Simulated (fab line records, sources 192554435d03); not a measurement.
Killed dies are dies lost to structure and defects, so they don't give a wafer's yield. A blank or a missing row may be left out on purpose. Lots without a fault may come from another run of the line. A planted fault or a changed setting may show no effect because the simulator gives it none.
Which tool did it? | flow n5_finfet | 9 lots, 25 wafers sampled, at 5 steps of a route of 1938

WHAT THE GAUGES READ, wafer by wafer
The record holds no reading of a measuring or inspecting step that can be judged against a usual standard deviation.

WHICH TOOL RAN EACH LOT (tool, then ch and the chambers of the sampled wafers, then the start)
lot  | N5_BEOL_M8_ETCH_62                 | N5_BEOL_M8_VIA_ETCH_34             | N5_BEOL_M8_TRENCH_ETCH_37                     | N5_BEOL_M8_ETCH_41                            | N5_PASSIVATION_PROBE_49
L464 | rie_diel-04 ch 0,2,3, day 9 18:10  | rie_diel-04 ch 0,2,3, day 9 22:07  | rie_diel-04 ch 0,2,3, day 13 06:51 or earlier | rie_diel-04 ch 0,2,3, day 13 06:51 or earlier | prober-02, day 13 06:51
L473 | rie_diel-04 ch 0,1,2, day 11 20:37 | rie_diel-04 ch 1,2, day 11 21:43   | rie_diel-04 ch 1,2, day 14 23:25 or earlier   | rie_diel-04 ch 1,2, day 14 23:25 or earlier   | prober-01, day 14 23:25
L474 | rie_diel-04 ch 1,2,3, day 12 01:43 | rie_diel-04 ch 0,1,2, day 12 04:26 | rie_diel-04 ch 0,1,2, day 15 04:01 or earlier | rie_diel-04 ch 0,1,2, day 15 04:01 or earlier | prober-01, day 15 04:01
L477 | rie_diel-06 ch 1,2,3, day 13 01:32 | rie_diel-04 ch 0,1,3, day 13 03:28 | rie_diel-04 ch 0,1,3, day 15 22:22 or earlier | rie_diel-04 ch 0,1,3, day 15 22:22 or earlier | prober-02, day 15 22:22
L480 | rie_diel-05 ch 1,2,3, day 14 01:08 | rie_diel-04 ch 1,2,3, day 14 03:11 | rie_diel-04 ch 1,2,3, day 17 03:47 or earlier | rie_diel-04 ch 1,2,3, day 17 03:47 or earlier | prober-01, day 17 03:47
L484 | rie_diel-06 ch 0,1, day 15 09:21   | rie_diel-05 ch 0,1, day 15 11:27   | rie_diel-05 ch 0,1, day 18 05:21 or earlier   | rie_diel-05 ch 0,1, day 18 05:21 or earlier   | prober-01, day 18 05:21
L485 | rie_diel-06 ch 0,1,3, day 16 07:26 | rie_diel-05 ch 0,1,3, day 16 09:02 | rie_diel-05 ch 0,1,3, day 19 10:22 or earlier | rie_diel-05 ch 0,1,3, day 19 10:22 or earlier | prober-01, day 19 10:22
L486 | rie_diel-05 ch 1,2, day 16 07:27   | rie_diel-06 ch 0,2, day 16 08:50   | rie_diel-06 ch 0,2, day 19 18:01 or earlier   | rie_diel-06 ch 0,2, day 19 18:01 or earlier   | prober-01, day 19 18:01
L487 | rie_diel-05 ch 1,2, day 16 08:01   | rie_diel-04 ch 1,2, day 16 13:38   | rie_diel-04 ch 1,2, day 19 18:22 or earlier   | rie_diel-04 ch 1,2, day 19 18:22 or earlier   | prober-01, day 19 18:22
- N5_BEOL_M8_ETCH_62: etches SOC in N2/H2, target depth 110 nm, overetch 22 nm, time 165 s.
- N5_BEOL_M8_VIA_ETCH_34: etches SiCOH lowk in C4F6/O2, target depth 125.5 nm, time 50.5 s.
- N5_BEOL_M8_TRENCH_ETCH_37: etches SiCOH lowk in C4F6/O2, target depth 93.478 nm, time 31.2 s.
- N5_BEOL_M8_ETCH_41: etches SiCN in CH3F/O2, target depth 31.9 nm, time 57.8 s.
- N5_PASSIVATION_PROBE_49

WHAT THE TOOLS THEMSELVES READ (means of the sampled wafers that have a number; where no wafer has one, the mark that the record gives instead)
N5_BEOL_M8_ETCH_62.
lot  | tool        | drypump_motor_current_A (A) | oes_product_au (a.u.) | rf_fwd_power_W (W) | rf_vpp_V (V) | showerhead_plenum_p_Torr (Torr) | temp_c (C) | throttle_valve_pct (%)
L464 | rie_diel-04 | 5.5                         | 0.67                  | 836.4              | 524.0        | 2.52                            | 40.01      | 17.86
L473 | rie_diel-04 | 5.5                         | 0.64                  | 839.4              | 525.0        | 2.58                            | 39.97      | 17.81
L474 | rie_diel-04 | 5.8                         | 0.63                  | 835.7              | 523.7        | 2.53                            | 40.04      | 17.90
L477 | rie_diel-06 | 5.6                         | 0.68                  | 836.5              | 523.0        | 2.52                            | 39.95      | 17.68
L480 | rie_diel-05 | 5.3                         | 0.75                  | 834.9              | 525.4        | 2.61                            | 39.92      | 17.53
L484 | rie_diel-06 | 5.8                         | 0.64                  | 835.5              | 522.9        | 2.51                            | 40.02      | 17.98
L485 | rie_diel-06 | 5.8                         | 0.64                  | 835.7              | 524.7        | 2.58                            | 40.03      | 18.00
L486 | rie_diel-05 | 5.2                         | 0.71                  | 839.5              | 526.5        | 2.62                            | 40.03      | 17.54
L487 | rie_diel-05 | 5.2                         | 0.71                  | 837.8              | 526.7        | 2.62                            | 39.94      | 17.54

N5_BEOL_M8_VIA_ETCH_34.
lot  | tool        | drypump_motor_current_A (A) | mfc_ar_sccm (sccm) | oes_o_777_au (a.u.) | oes_product_au (a.u.) | rf_fwd_power_W (W) | rf_vpp_V (V) | showerhead_plenum_p_Torr (Torr) | throttle_valve_pct (%)
L464 | rie_diel-04 | 5.5                         | 300.7              | 0.80                | 0.80                  | 341.9              | 679          | 2.83                            | 20.95
L473 | rie_diel-04 | 5.9                         | 299.4              | 0.75                | 0.74                  | 340.7              | 686          | 2.90                            | 20.77
L474 | rie_diel-04 | 5.5                         | 300.2              | 0.76                | 0.77                  | 341.3              | 689          | 2.89                            | 20.81
L477 | rie_diel-04 | 5.5                         | 300.7              | 0.92                | 0.78                  | 424.2              | 613          | 2.83                            | 20.87
L480 | rie_diel-04 | 5.9                         | 299.4              | 0.93                | 0.77                  | 424.0              | 608          | 2.83                            | 20.97
L484 | rie_diel-05 | 5.6                         | 300.4              | 0.80                | 0.80                  | 343.2              | 678          | 2.84                            | 21.08
L485 | rie_diel-05 | 5.7                         | 300.4              | 0.80                | 0.81                  | 341.8              | 671          | 2.83                            | 20.97
L486 | rie_diel-06 | 5.4                         | 299.9              | 0.86                | 0.86                  | 340.5              | 660          | 2.88                            | 20.63
L487 | rie_diel-04 | 5.9                         | 300.2              | 0.73                | 0.72                  | 342.1              | 684          | 2.88                            | 20.90

N5_BEOL_M8_TRENCH_ETCH_37.
lot  | tool        | drypump_motor_current_A (A) | mfc_ar_sccm (sccm) | oes_o_777_au (a.u.) | oes_product_au (a.u.) | rf_fwd_power_W (W) | rf_vpp_V (V) | showerhead_plenum_p_Torr (Torr) | throttle_valve_pct (%)
L464 | rie_diel-04 | 5.4                         | 300.9              | 0.80                | 0.79                  | 339.6              | 679          | 2.83                            | 20.98
L473 | rie_diel-04 | 5.9                         | 299.6              | 0.75                | 0.73                  | 340.8              | 687          | 2.90                            | 20.81
L474 | rie_diel-04 | 5.5                         | 299.9              | 0.76                | 0.76                  | 340.5              | 689          | 2.89                            | 20.85
L477 | rie_diel-04 | 5.5                         | 299.5              | 0.74                | 0.75                  | 341.6              | 683          | 2.83                            | 20.88
L480 | rie_diel-04 | 5.8                         | 299.9              | 0.75                | 0.74                  | 341.1              | 678          | 2.83                            | 21.00
L484 | rie_diel-05 | 5.5                         | 299.9              | 0.80                | 0.81                  | 342.6              | 679          | 2.84                            | 21.12
L485 | rie_diel-05 | 5.7                         | 299.1              | 0.79                | 0.80                  | 341.7              | 672          | 2.83                            | 21.01
L486 | rie_diel-06 | 5.3                         | 300.1              | 0.86                | 0.85                  | 338.4              | 660          | 2.88                            | 20.66
L487 | rie_diel-04 | 5.9                         | 300.0              | 0.73                | 0.72                  | 340.1              | 686          | 2.88                            | 20.94

N5_BEOL_M8_ETCH_41.
lot  | tool        | drypump_motor_current_A (A) | mfc_ar_sccm (sccm) | oes_product_au (a.u.) | rf_fwd_power_W (W) | rf_vpp_V (V) | showerhead_plenum_p_Torr (Torr) | throttle_valve_pct (%)
L464 | rie_diel-04 | 5.4                         | 149.7              | 0.79                  | 392.4              | 296.8        | 1.99                            | 16.35
L473 | rie_diel-04 | 5.9                         | 150.1              | 0.73                  | 392.7              | 298.1        | 2.05                            | 16.26
L474 | rie_diel-04 | 5.5                         | 150.4              | 0.76                  | 391.9              | 297.8        | 2.03                            | 16.26
L477 | rie_diel-04 | 5.5                         | 149.9              | 0.75                  | 391.6              | 296.7        | 1.99                            | 16.30
L480 | rie_diel-04 | 5.8                         | 150.0              | 0.73                  | 392.2              | 297.1        | 1.99                            | 16.42
L484 | rie_diel-05 | 5.6                         | 150.3              | 0.81                  | 393.5              | 297.1        | 2.00                            | 16.45
L485 | rie_diel-05 | 5.7                         | 150.2              | 0.80                  | 391.1              | 297.4        | 1.98                            | 16.39
L486 | rie_diel-06 | 5.3                         | 149.9              | 0.85                  | 391.0              | 297.6        | 2.02                            | 16.07
L487 | rie_diel-04 | 5.8                         | 149.6              | 0.72                  | 391.6              | 298.5        | 2.02                            | 16.38

N5_PASSIVATION_PROBE_49.
lot  | tool      | defect_limited_yield (%) | killed_at_M0_to_M3 | killed_at_M4_up | killed_at_contacts | killed_at_front_end | killed_at_other | killed_dies | killed_on_rim | killed_open | killed_short | sort_bin_5_function (%) | sort_bin_6_memory (%) | sort_n_pass | sort_yield_pct (%)
L464 | prober-02 | 91.5                     | 30                 | 20              | 14                 | 34                  | 3.3             | 100         | 13            | 72          | 23           | 4.8                     | 3.3                   | 1080        | 91.5
L473 | prober-01 | 92.1                     | 16                 | 22              | 8                  | 40                  | 6.3             | 93          | 9             | 57          | 34           | 5.3                     | 2.4                   | 1087        | 92.1
L474 | prober-01 | 92.8                     | 30                 | 8               | 9                  | 33                  | 3.7             | 85          | 12            | 55          | 29           | 4.4                     | 2.6                   | 1095        | 92.8
L477 | prober-02 | 89.1                     | 42                 | 18              | 16                 | 46                  | 6.3             | 129         | 14            | 80          | 49           | 7.0                     | 3.5                   | 1051        | 89.1
L480 | prober-01 | 92.0                     | 28                 | 14              | 14                 | 32                  | 7.0             | 94          | 10            | 69          | 24           | 4.4                     | 3.3                   | 1086        | 92.0
L484 | prober-01 | 91.3                     | 29                 | 16              | 16                 | 38                  | 4.0             | 103         | 14            | 73          | 28           | 5.4                     | 3.0                   | 1077        | 91.3
L485 | prober-01 | 90.8                     | 37                 | 20              | 12                 | 35                  | 5.0             | 109         | 14            | 74          | 33           | 5.4                     | 3.5                   | 1071        | 90.8
L486 | prober-01 | 89.8                     | 35                 | 10              | 22                 | 48                  | 5.5             | 120         | 20            | 78          | 39           | 6.2                     | 3.3                   | 1060        | 89.8
L487 | prober-01 | 91.2                     | 30                 | 10              | 16                 | 44                  | 4.0             | 104         | 12            | 70          | 33           | 5.0                     | 3.6                   | 1076        | 91.2

THE ANSWER, worked out from the rows above alone
Rule: what is usual is taken from the lots themselves. Put in order of their means at a reading, lots are off if they are a third of the lots or fewer, leave a main group of 4 or more, and stand apart from it by a gap of 3 or more times the standard deviation of the main group's means; of several such gaps the widest counts. A main group whose means are all the same, to the digits that the tables above print for the reading, isn't used. A lot without any number at a reading at which 4 lots or more have one is off too. The other lots that the step has rows for count as sound. The gauges are gone through in route order, then the tools' own readings, and for those a lot's mean is taken as printed above. The first step at which some lot is off is used, and at that step the reading that is off furthest; a lot without a number counts as furthest.
Off: L477, L480, at N5_BEOL_M8_VIA_ETCH_34 (rf_fwd_power_W). The main group: mean 341.6 W, standard deviation 0.85.
A tool fits if, at that step or a process step before it, it ran every lot that is off, and no sound lot after the first of them. None of those tried fits.

WHAT THE SIMULATOR HAD PUT IN
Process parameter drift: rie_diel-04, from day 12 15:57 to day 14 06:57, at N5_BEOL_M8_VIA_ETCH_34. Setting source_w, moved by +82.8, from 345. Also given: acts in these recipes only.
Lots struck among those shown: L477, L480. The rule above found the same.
